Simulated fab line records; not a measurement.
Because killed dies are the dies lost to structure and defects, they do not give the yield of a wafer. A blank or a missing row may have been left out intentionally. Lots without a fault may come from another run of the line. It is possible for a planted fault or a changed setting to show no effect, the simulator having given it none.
Which tool did it? + flow n5_finfet + 27 wafers from 9 lots sampled at 5 of the route's 1938 steps

## WHAT THE GAUGES SHOWED, per wafer
The record holds no reading of a measuring or inspecting step that can be judged against a usual standard deviation.

## WHICH TOOL RAN EACH LOT (tool, then ch and the chambers of the sampled wafers, then the start)
| lot  | N5_MOL_CONTACT_COAG_ETCH_110      | N5_PASSIVATION_PASS_ETCH_74        | N5_PASSIVATION_PECVD_35         | N5_PASSIVATION_DESCUM_46           | N5_PASSIVATION_PROBE_49 |
|------|-----------------------------------|------------------------------------|---------------------------------|------------------------------------|-------------------------|
| L573 | rie_diel-04 ch 0,2, day 4 15:45   | rie_diel-05 ch 0,1,2, day 12 07:00 | pecvd-02 ch 0,1, day 12 10:34   | rie_diel-03 ch 0,1, day 12 11:14   | prober-01, day 12 14:19 |
| L574 | rie_diel-03 ch 0,1,2, day 4 22:14 | rie_diel-01 ch 0,2, day 12 12:17   | pecvd-02 ch 0,2, day 12 16:55   | rie_diel-02 ch 1,3, day 12 17:26   | prober-02, day 12 20:29 |
| L576 | rie_diel-03 ch 0,2,3, day 5 14:55 | rie_diel-05 ch 1,2,3, day 12 21:28 | pecvd-02 ch 1,2, day 13 00:15   | rie_diel-03 ch 0,1,3, day 13 00:47 | prober-02, day 13 04:18 |
| L578 | rie_diel-02 ch 0,2,3, day 5 21:02 | rie_diel-01 ch 0,1, day 13 17:09   | pecvd-01 ch 1, day 13 20:20     | rie_diel-03 ch 1,3, day 13 20:55   | prober-01, day 13 23:58 |
| L582 | rie_diel-04 ch 1,3, day 6 21:44   | rie_diel-01 ch 1,2,3, day 14 12:29 | pecvd-03 ch 0,1,2, day 14 15:53 | rie_diel-03 ch 1,2,3, day 14 16:26 | prober-01, day 14 19:35 |
| L586 | rie_diel-02 ch 0,1, day 8 00:25   | rie_diel-06 ch 0,2, day 16 10:29   | pecvd-01 ch 0,1,2, day 16 15:34 | rie_diel-03 ch 0,3, day 16 16:50   | prober-01, day 16 19:58 |
| L588 | rie_diel-03 ch 1,2, day 8 08:17   | rie_diel-05 ch 1,2,3, day 15 11:51 | pecvd-02 ch 0,1,2, day 15 14:40 | rie_diel-02 ch 0,1, day 15 15:20   | -                       |
| L595 | rie_diel-02 ch 1,3, day 10 05:14  | rie_diel-05 ch 0,3, day 17 21:41   | pecvd-02 ch 0,1, day 18 01:04   | rie_diel-03 ch 0,2, day 18 02:08   | prober-01, day 18 05:49 |
| L596 | rie_diel-02 ch 1,3, day 10 11:02  | rie_diel-01 ch 0,1,2, day 18 05:04 | pecvd-01 ch 0,1, day 18 07:44   | rie_diel-04 ch 1,2, day 18 08:23   | -                       |
- N5_MOL_CONTACT_COAG_ETCH_110: etches Si in CF4/O2, target depth 2.5 nm, time 8 s.
- N5_PASSIVATION_PASS_ETCH_74: etches SiNx in CF4/O2, target depth 220 nm, time 110 s.
- N5_PASSIVATION_PECVD_35: deposits SiNx from SiH4/NH3/N2, target thk 700 nm, time 151.3 s.
- N5_PASSIVATION_DESCUM_46: chemistry O2, time 7.9 s.
- N5_PASSIVATION_PROBE_49

## WHAT THE TOOLS THEMSELVES READ (means of the sampled wafers that have a number; where no wafer has one, the mark that the record gives instead)
N5_MOL_CONTACT_COAG_ETCH_110. Usual: O2_flow_sccm 9.998 sccm, standard deviation 0.03; drypump_motor_current_A 5.9 A, standard deviation 0.4; oes_product_au 0.80 a.u., standard deviation 0.088; rf_vpp_V 128.0 V, standard deviation 2.8; showerhead_plenum_p_Torr 2.22 Torr, standard deviation 0.068; throttle_valve_pct 10.68 %, standard deviation 0.23.
| lot  | tool        | O2_flow_sccm (sccm) | drypump_motor_current_A (A) | oes_product_au (a.u.) | rf_vpp_V (V) | showerhead_plenum_p_Torr (Torr) | throttle_valve_pct (%) | flag |
|------|-------------|---------------------|-----------------------------|-----------------------|--------------|---------------------------------|------------------------|------|
| L573 | rie_diel-04 | 9.964               | 5.9                         | 0.71                  | 127.5        | 2.14                            | 10.88                  |      |
| L574 | rie_diel-03 | 9.978               | 6.1                         | 0.77                  | 125.8        | 2.20                            | 10.72                  |      |
| L576 | rie_diel-03 | 10.001              | 5.9                         | 0.77                  | 127.8        | 2.17                            | 10.71                  |      |
| L578 | rie_diel-02 | 10.009              | 5.9                         | 0.76                  | 128.5        | 2.25                            | 10.80                  |      |
| L582 | rie_diel-04 | 9.978               | 5.9                         | 0.87                  | 126.7        | 2.20                            | 10.43                  |      |
| L586 | rie_diel-02 | 10.013              | 6.2                         | 0.81                  | 127.7        | 2.18                            | 10.69                  |      |
| L588 | rie_diel-03 | 9.982               | 6.0                         | 0.76                  | 124.0        | 2.22                            | 10.78                  |      |
| L595 | rie_diel-02 | 9.983               | 5.7                         | 0.81                  | 130.2        | 2.25                            | 10.69                  |      |
| L596 | rie_diel-02 | 9.959               | 5.7                         | 0.80                  | 129.8        | 2.25                            | 10.68                  |      |

N5_PASSIVATION_PASS_ETCH_74. Usual: O2_flow_sccm 9.999 sccm, standard deviation 0.029; drypump_motor_current_A 5.7 A, standard deviation 0.56; oes_product_au 0.74 a.u., standard deviation 0.072; rf_vpp_V 239 V, standard deviation 4.9; showerhead_plenum_p_Torr 2.18 Torr, standard deviation 0.058; throttle_valve_pct 16.18 %, standard deviation 0.22.
| lot  | tool        | O2_flow_sccm (sccm) | drypump_motor_current_A (A) | oes_product_au (a.u.) | rf_vpp_V (V) | showerhead_plenum_p_Torr (Torr) | throttle_valve_pct (%) | flag |
|------|-------------|---------------------|-----------------------------|-----------------------|--------------|---------------------------------|------------------------|------|
| L573 | rie_diel-05 | 10.017              | 5.8                         | 0.72                  | 241          | 2.17                            | 16.29                  |      |
| L574 | rie_diel-01 | 10.027              | 5.5                         | 0.80                  | 234          | 2.20                            | 16.00                  |      |
| L576 | rie_diel-05 | 9.962               | 5.4                         | 0.71                  | 244          | 2.19                            | 16.32                  |      |
| L578 | rie_diel-01 | 10.022              | 5.7                         | 0.75                  | 235          | 2.18                            | 16.12                  |      |
| L582 | rie_diel-01 | 9.994               | 6.0                         | 0.72                  | 238          | 2.13                            | 16.17                  |      |
| L586 | rie_diel-06 | 9.968               | 6.2                         | 0.79                  | 240          | 2.27                            | 15.86                  |      |
| L588 | rie_diel-05 | 10.025              | 5.4                         | 0.69                  | 244          | 2.19                            | 16.36                  |      |
| L595 | rie_diel-05 | 10.018              | 5.4                         | 0.73                  | 234          | 2.13                            | 16.09                  |      |
| L596 | rie_diel-01 | 10.028              | 5.9                         | 0.81                  | 236          | 2.22                            | 15.99                  |      |

N5_PASSIVATION_PECVD_35. Usual: heater_power_w 385 W, standard deviation 110; showerhead_plenum_p_Torr 8.66 Torr, standard deviation 0.058; throttle_valve_pct 29.8 %, standard deviation 1.4.
| lot  | tool     | heater_power_w (W) | showerhead_plenum_p_Torr (Torr) | throttle_valve_pct (%) | flag |
|------|----------|--------------------|---------------------------------|------------------------|------|
| L573 | pecvd-02 | 215                | 8.65                            | 30.2                   |      |
| L574 | pecvd-02 | 482                | 8.66                            | 30.7                   |      |
| L576 | pecvd-02 | 366                | 8.67                            | 29.1                   |      |
| L578 | pecvd-01 | 383                | 8.77                            | 31.4                   |      |
| L582 | pecvd-03 | 309                | 8.65                            | 29.9                   |      |
| L586 | pecvd-01 | 412                | 8.69                            | 29.2                   |      |
| L588 | pecvd-02 | 372                | 8.67                            | 30.0                   |      |
| L595 | pecvd-02 | 254                | 8.66                            | 30.0                   |      |
| L596 | pecvd-01 | 450                | 8.67                            | 30.5                   |      |

N5_PASSIVATION_DESCUM_46. Usual: drypump_motor_current_A 5.9 A, standard deviation 0.4; o2_flow_sccm 225.0 sccm, standard deviation 0.7; oes_product_au 0.80 a.u., standard deviation 0.089; rf_vpp_V 243.0 V, standard deviation 1.4; showerhead_plenum_p_Torr 2.07 Torr, standard deviation 0.071; throttle_valve_pct 20.33 %, standard deviation 0.19.
| lot  | tool        | drypump_motor_current_A (A) | o2_flow_sccm (sccm) | oes_product_au (a.u.) | rf_vpp_V (V) | showerhead_plenum_p_Torr (Torr) | throttle_valve_pct (%) | flag |
|------|-------------|-----------------------------|---------------------|-----------------------|--------------|---------------------------------|------------------------|------|
| L573 | rie_diel-03 | 6.4                         | 224.2               | 0.92                  | 242.3        | 2.04                            | 20.34                  |      |
| L574 | rie_diel-02 | 5.7                         | 226.0               | 0.79                  | 243.7        | 2.09                            | 20.34                  |      |
| L576 | rie_diel-03 | 6.2                         | 225.2               | 0.80                  | 241.5        | 2.01                            | 20.46                  |      |
| L578 | rie_diel-03 | 6.4                         | 225.4               | 0.86                  | 242.9        | 2.03                            | 20.47                  |      |
| L582 | rie_diel-03 | 6.1                         | 225.1               | 0.79                  | 242.4        | 2.03                            | 20.45                  |      |
| L586 | rie_diel-03 | 6.0                         | 225.4               | 0.79                  | 243.5        | 2.06                            | 20.39                  |      |
| L588 | rie_diel-02 | 6.2                         | 225.2               | 0.85                  | 242.7        | 2.03                            | 20.08                  |      |
| L595 | rie_diel-03 | 5.9                         | 224.9               | 0.70                  | 241.5        | 2.00                            | 20.40                  |      |
| L596 | rie_diel-04 | 6.2                         | 225.6               | 0.79                  | 241.9        | 2.01                            | 20.17                  |      |

N5_PASSIVATION_PROBE_49. Usual: defect_limited_yield 91.2 %, standard deviation 1.6; killed_at_M0_to_M3 31, standard deviation 10; killed_at_M4_up 14, standard deviation 4.4; killed_at_contacts 13, standard deviation 6; killed_at_front_end 43, standard deviation 13; killed_at_other 3.5, standard deviation 2.6; killed_dies 104, standard deviation 18; killed_on_rim 14, standard deviation 4.6; killed_open 68, standard deviation 14; killed_short 34, standard deviation 8.1; sort_bin_4_leakage 0.01 %, standard deviation 0.073; sort_bin_5_function 5.1 %, standard deviation 1.1; sort_bin_6_memory 3.3 %, standard deviation 0.68; sort_bin_8_speed 0.00 %, standard deviation 0.0071; sort_n_pass 1076, standard deviation 18; sort_yield_pct 91.2 %, standard deviation 1.6.
| lot  | tool      | defect_limited_yield (%) | killed_at_M0_to_M3 | killed_at_M4_up | killed_at_contacts | killed_at_front_end | killed_at_other | killed_dies | killed_on_rim | killed_open | killed_short | sort_bin_4_leakage (%) | sort_bin_5_function (%) | sort_bin_6_memory (%) | sort_bin_8_speed (%) | sort_n_pass | sort_yield_pct (%) | flag |
|------|-----------|--------------------------|--------------------|-----------------|--------------------|---------------------|-----------------|-------------|---------------|-------------|--------------|------------------------|-------------------------|-----------------------|----------------------|-------------|--------------------|------|
| L573 | prober-01 | 91.0                     | 32                 | 10              | 9                  | 47                  | 8.0             | 106         | 14            | 62          | 43           | 0.00                   | 5.5                     | 3.1                   | 0.00                 | 1074        | 91.0               |      |
| L574 | prober-02 | 92.6                     | 28                 | 9               | 14                 | 34                  | 2.3             | 87          | 6             | 58          | 29           | 0.00                   | 4.2                     | 3.0                   | 0.00                 | 1093        | 92.6               |      |
| L576 | prober-02 | 93.9                     | 25                 | 9               | 9                  | 25                  | 3.3             | 71          | 9             | 46          | 25           | 0.03                   | 3.4                     | 2.5                   | 0.00                 | 1108        | 93.9               |      |
| L578 | prober-01 | 90.2                     | 25                 | 10              | 14                 | 60                  | 6.3             | 116         | 15            | 76          | 38           | 0.00                   | 6.0                     | 3.6                   | 0.00                 | 1064        | 90.2               |      |
| L582 | prober-01 | 85.9                     | 25                 | 11              | 81                 | 44                  | 4.3             | 166         | 21            | 57          | 33           | 0.00                   | 7.6                     | 3.5                   | 0.00                 | 1014        | 85.9               | OFF  |
| L586 | prober-01 | 92.7                     | 25                 | 17              | 9                  | 32                  | 2.3             | 86          | 10            | 62          | 22           | 0.00                   | 4.1                     | 3.1                   | 0.00                 | 1094        | 92.7               |      |
| L595 | prober-01 | 90.6                     | 40                 | 10              | 11                 | 49                  | 0.7             | 111         | 14            | 77          | 32           | 0.00                   | 5.3                     | 3.7                   | 0.00                 | 1069        | 90.6               |      |

## THE ANSWER, worked out from the rows above alone
Rule: a lot is off if the mean of its wafers that have a number lies more than 3 standard deviations from the usual mean. Also off: a lot with no number at a reading for which 4 or more lots have one. The other lots that the step has rows for count as sound. After the gauges, taken in route order, come the tools' own readings; for these a lot's mean is taken, as printed above. The first step at which some lot is off is used, and at that step the reading that is off furthest; a lot without a number counts as furthest.
Off: L582 (N5_PASSIVATION_PROBE_49, killed_at_contacts). Neither off nor sound, because the step has no rows for them: L588, L596.
A tool fits if, at that step or a process step before it, it ran every lot that is off, and no sound lot after the first of them. Can't be told from this: 3 tools fit, rie_diel-04 at N5_MOL_CONTACT_COAG_ETCH_110, rie_diel-01 at N5_PASSIVATION_PASS_ETCH_74, pecvd-03 at N5_PASSIVATION_PECVD_35.

## WHAT THE SIMULATOR HAD INSERTED
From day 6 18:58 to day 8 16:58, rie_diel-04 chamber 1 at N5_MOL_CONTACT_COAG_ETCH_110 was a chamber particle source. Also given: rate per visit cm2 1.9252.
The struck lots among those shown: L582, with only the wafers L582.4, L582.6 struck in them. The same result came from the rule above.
